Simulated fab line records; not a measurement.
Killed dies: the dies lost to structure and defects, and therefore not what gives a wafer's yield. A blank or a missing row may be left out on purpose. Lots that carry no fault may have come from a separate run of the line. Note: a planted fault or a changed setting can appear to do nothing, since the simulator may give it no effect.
Matching of chambers ; flow n5-finfet ; N5_PMOS_HMC_CHANNEL_EPI_CMP_21 on cmp-02: 4 sister chambers
The step polishes SiGe30, target thk 54 nm. 4 wafers are shown with their chamber, then 7 later ones without.

EACH WAFER AND ITS CHAMBER
wafer;chamber;motor-current-A (A)
L086.2;1;11.6
L086.5;3;10.3
L091.1;0;10.2
L091.3;2;12.1

WAFERS WITHOUT THEIR CHAMBER
wafer;motor-current-A (A)
L091.4;10.7
L094.1;10.6
L094.4;12.5
L094.6;10.1
L096.2;12.1
L096.3;10.6
L096.4;10.5

WHICH CHAMBER EACH WENT THROUGH
wafer;from the rows above;in truth
L091.4;can't be placed: 3 or 0 or 1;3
L094.1;can't be placed: 3 or 0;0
L094.4;can't be placed: 2 or 1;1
L094.6;can't be placed: 0 or 3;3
L096.2;can't be placed: 2 or 1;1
L096.3;can't be placed: 3 or 0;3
L096.4;can't be placed: 3 or 0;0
Correct placement for 0 of the 7. Can't be placed from these rows: 7 (the true chamber is among the candidates in 7). Placed wrongly: 0.
How it was worked out, from the rows above alone: a wafer's distance from a chamber is the root of the sum, over the readings, of the square of ((its reading less the chamber's mean) divided by the reading's scatter). The wafer belongs to the nearest chamber; if the next one is less than 2 further off, it can't be placed. The mean given for a chamber averages the wafers shown for that chamber. The scatter (one wafer shown for each chamber): square how far every hidden wafer sits from the nearest shown wafer, average those squares and take the square root.
